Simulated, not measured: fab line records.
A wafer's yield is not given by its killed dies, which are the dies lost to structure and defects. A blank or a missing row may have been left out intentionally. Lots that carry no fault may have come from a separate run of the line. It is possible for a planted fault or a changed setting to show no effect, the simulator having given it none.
Chamber matching || flow nandHarc || NHARC_A_STAIRCASE_CMP_152 on cmp-03 has 4 sister chambers
The step polishes. 4 wafers are shown with their chamber, then 8 later ones without.

== EACH WAFER AND ITS CHAMBER ==
{"wafer": "L077.6", "chamber": 1, "motorCurrentA (A)": 14.1}
{"wafer": "L079.6", "chamber": 3, "motorCurrentA (A)": 12.1}
{"wafer": "L083.5", "chamber": 2, "motorCurrentA (A)": 13.1}
{"wafer": "L088.1", "chamber": 0, "motorCurrentA (A)": 9.4}

== WAFERS WHOSE CHAMBER IS MISSING ==
{"wafer": "L088.3", "motorCurrentA (A)": 13.1}
{"wafer": "L088.4", "motorCurrentA (A)": 14.1}
{"wafer": "L094.3", "motorCurrentA (A)": 13.6}
{"wafer": "L094.4", "motorCurrentA (A)": 13.4}
{"wafer": "L094.6", "motorCurrentA (A)": 13.4}
{"wafer": "L093.2", "motorCurrentA (A)": 13.7}
{"wafer": "L093.4", "motorCurrentA (A)": 13.5}
{"wafer": "L093.6", "motorCurrentA (A)": 12.7}

== EACH ONE'S CHAMBER ==
{"wafer": "L088.3", "from the rows above": 2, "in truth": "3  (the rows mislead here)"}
{"wafer": "L088.4", "from the rows above": 1, "in truth": 1}
{"wafer": "L094.3", "from the rows above": "can't be placed: 1 or 2", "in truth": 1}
{"wafer": "L094.4", "from the rows above": "can't be placed: 2 or 1", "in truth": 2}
{"wafer": "L094.6", "from the rows above": "can't be placed: 2 or 1", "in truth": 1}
{"wafer": "L093.2", "from the rows above": "can't be placed: 1 or 2", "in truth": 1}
{"wafer": "L093.4", "from the rows above": "can't be placed: 2 or 1", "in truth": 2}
{"wafer": "L093.6", "from the rows above": "can't be placed: 2 or 3", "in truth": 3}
Correct placement for 1 of the 8. Unplaceable from these rows: 6, with the true chamber sitting among the candidates in 6. Wrongly placed: 1.
How it was worked out, from the rows above alone: a wafer's distance from a chamber is the root of the sum, over the readings, of the square of ((its reading less the chamber's mean) divided by the reading's scatter). If the next closest chamber is less than 2 further off than the closest, the wafer can't be placed; otherwise it belongs to the closest. The mean given for a chamber averages the wafers shown for that chamber. The scatter: root of mean squared gap, hidden wafer to nearest shown wafer, with one shown wafer a chamber.
